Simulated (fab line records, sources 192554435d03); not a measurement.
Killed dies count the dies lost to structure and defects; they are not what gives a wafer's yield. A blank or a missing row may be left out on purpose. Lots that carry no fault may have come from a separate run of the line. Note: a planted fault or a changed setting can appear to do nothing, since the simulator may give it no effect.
Matching of chambers | flow n5_finfet | rie_diel-05 running N5_MOL_CONTACT_COAG_ETCH_66: 3 sister chambers
The step etches SiARC in CF4, target depth 13 nm, time 21.7 s. 16 wafers are shown with their chamber, then 6 later ones without.

## WAFERS PAIRED WITH THEIR CHAMBERS
wafer  | chamber | drypump_motor_current_A (A) | throttle_valve_pct (%) | etch_rf_on_time_s (s)
L074.3 | 1       | 6.1                         | 15.16                  | 21.2
L074.5 | 0       | 5.7                         | 15.81                  | 21.8
L074.6 | 1       | 6.1                         | 15.19                  | 21.0
L082.3 | 0       | 5.7                         | 15.86                  | 22.1
L082.4 | 2       | 5.1                         | 15.60                  | 22.7
L082.6 | 1       | 6.1                         | 15.22                  | 21.6
L083.2 | 0       | 5.7                         | 15.86                  | 21.7
L083.4 | 1       | 6.1                         | 15.23                  | 21.1
L083.6 | 2       | 5.1                         | 15.63                  | 22.3
L086.2 | 1       | 6.1                         | 15.24                  | 21.3
L086.3 | 0       | 5.7                         | 15.87                  | 21.8
L086.5 | 1       | 6.1                         | 15.24                  | 21.2
L090.3 | 0       | 5.7                         | 15.89                  | 22.0
L090.4 | 0       | 5.8                         | 15.89                  | 21.8
L090.6 | 2       | 5.1                         | 15.64                  | 22.4
L094.2 | 0       | 5.7                         | 15.37                  | 21.5

SIGNATURES (averages over the wafers above)
reading                 | chamber 0 | chamber 1 | chamber 2 | scatter within a chamber
drypump_motor_current_A | 5.714     | 6.100     | 5.100     | 0.0257
throttle_valve_pct      | 15.7929   | 15.2133   | 15.6233   | 0.13
etch_rf_on_time_s       | 21.814    | 21.233    | 22.467    | 0.202
Rule: distance of a wafer from a chamber = root of the sum over the readings of ((wafer's reading minus chamber's mean) / reading's scatter) squared. If the next closest chamber is less than 2 further off than the closest, the wafer can't be placed; otherwise it belongs to the closest. How the scatter is found: for the shown wafers, subtract from each reading the mean of its chamber, square and add these, divide the total by (wafers less chambers), then take the root.

## WAFERS WITHOUT THEIR CHAMBER
wafer  | drypump_motor_current_A (A) | throttle_valve_pct (%) | etch_rf_on_time_s (s)
L094.4 | 6.0                         | 15.26                  | 20.9
L094.5 | 5.1                         | 15.66                  | 22.1
L096.1 | 5.7                         | 15.37                  | 21.3
L096.4 | 5.1                         | 15.69                  | 22.0
L097.1 | 5.1                         | 15.68                  | 22.3
L097.6 | 5.1                         | 15.67                  | 22.3

## CHAMBER TAKEN BY EACH
wafer  | from the rows above | in truth
L094.4 | 1                   | 1
L094.5 | 2                   | 2
L096.1 | 0                   | 0
L096.4 | 2                   | 2
L097.1 | 2                   | 2
L097.6 | 2                   | 2
6 of 6 placed correctly. Left unplaced by these rows: 0. Number placed wrongly: 0.
